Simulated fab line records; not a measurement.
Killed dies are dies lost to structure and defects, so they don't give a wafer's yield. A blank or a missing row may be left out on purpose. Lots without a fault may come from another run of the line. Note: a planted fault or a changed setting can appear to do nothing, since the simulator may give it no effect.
One fault seen from 2 desks :: flow n5Finfet :: each desk holds nothing but its own numbers, with what lay behind them at the end

METROLOGY DESK
Lot by lot, what the gauges showed, no matter which tool ran the lot: averages of those sampled wafers that carry a number. Marked OUT: a lot whose mean sits more than 4 standard deviations from the usual mean, which makes it out of limits; the brackets give that distance. Shown here are 7 of its 22 readings, the ones lying furthest out on some lot.
Columns: A = CJ_N at N5_BEOL_M4_RC_MEAS_101, usual 4.36; B = IOFF_N_LONG at N5_BEOL_M4_RC_MEAS_101, usual 5.66e-05 nA/um; C = ION_N at N5_BEOL_M4_RC_MEAS_101, usual 673 uA/um; D = ION_P at N5_BEOL_M4_RC_MEAS_101, usual 462 uA/um; E = RS_SD_N at N5_BEOL_M4_RC_MEAS_101, usual 28.5 ohm/sq; F = VT_N_LONG at N5_BEOL_M4_RC_MEAS_101, usual 274.5 mV; G = VT_N_LVT at N5_BEOL_M4_RC_MEAS_101, usual 98.3 mV
lot: L186
first seen here: day 8 15:06
A: 4.47
B: 6.11e-05
C: 682
D: 476
E: 28.9
F: 273.4
G: 100.8

lot: L187
first seen here: day 8 17:10
A: 4.41
B: 5.28e-05
C: 668
D: 452
E: 28.4
F: 278.0
G: 98.9

lot: L189
first seen here: day 9 06:56
A: -
B: -
C: -
D: 449
E: -
F: -
G: -

lot: L192
first seen here: day 10 04:53
A: 4.47
B: 5.54e-05
C: 679
D: 455
E: 28.7
F: 277.6
G: 96.3

lot: L197
first seen here: day 11 12:26
A: 4.27
B: 5.47e-05
C: 656
D: 455
E: 28.6
F: 277.5
G: 100.4

lot: L199
first seen here: day 11 15:35
A: 4.34
B: 5.82e-05
C: 686
D: 470
E: 28.7
F: 276.0
G: 95.9

lot: L201
first seen here: day 12 17:29
A: 4.52
B: 6.04e-05
C: 680
D: 464
E: 29.2
F: 271.5
G: 93.5

lot: L203
first seen here: day 13 17:08
A: 4.36
B: 5.69e-05
C: 677
D: 462
E: 29.0
F: 274.4
G: 100.3

lot: L185
first seen here: day 13 19:43
A: 4.24
B: 5.73e-05
C: 678
D: 473
E: 28.0
F: 273.0
G: 96.3
This desk's finding: nothing out of limits on any of the 9 lots.

DESK OF THE TOOL OWNER: rieSi-02
The tool's own readings at N5_SD_EPI_N_SD_RECESS_17 (chemistry HBr/Cl2/O2, target depth 41 nm, time 23.7 s, bt time 3 s): means of the sampled wafers that have a number, for each lot that ran on this tool. Marked OUT: a lot whose mean sits more than 4 standard deviations from the usual mean, which makes it out of limits; the brackets give that distance.
Columns: A = drypumpMotorCurrentA at N5_SD_EPI_N_SD_RECESS_17, usual 5.5 A; B = mfcCl2Sccm at N5_SD_EPI_N_SD_RECESS_17, usual 80.03 sccm; C = oesProductAu at N5_SD_EPI_N_SD_RECESS_17, usual 1.007 a.u.; D = throttleValvePct at N5_SD_EPI_N_SD_RECESS_17, usual 37.27 %
lot: L186
first seen here: day 3 19:51
A: 5.7
B: 80.06
C: 1.020
D: 37.12

lot: L187
first seen here: day 4 02:20
A: 5.2
B: 79.99
C: 1.005
D: 37.28

lot: L189
first seen here: day 4 13:51
A: 5.2
B: 80.20
C: 1.147 (+10) OUT
D: 37.05

lot: L192
first seen here: day 5 09:22
A: 5.2
B: 80.22
C: 1.078 (+5.1) OUT
D: 37.09

lot: L201
first seen here: day 7 13:56
A: 5.7
B: 80.12
C: 1.017
D: 37.12
This desk's verdict: out of limits on L189, L192, starting with L189 at day 4 13:51 (oesProductAu at N5_SD_EPI_N_SD_RECESS_17). L186, L187, L201: within limits.

ALL TOGETHER
An alarm could have come from the tool owner's desk at day 4 13:51, on L189, L192.
From the metrology desk's view, nothing was out of limits.
The metrology desk holds a record of L189, L192, inside its limits.
On rieSi-02, each named lot ran N5_SD_EPI_N_SD_RECESS_17.

WHAT THE SIMULATOR PUT IN
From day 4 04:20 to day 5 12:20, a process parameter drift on rieSi-02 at N5_SD_EPI_N_SD_RECESS_17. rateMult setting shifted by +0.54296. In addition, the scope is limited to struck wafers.
Shown lots that were struck: L189, L192.
Time in hours from fault onset to the first out-of-limits reading at each desk: the tool owner's desk, 10.
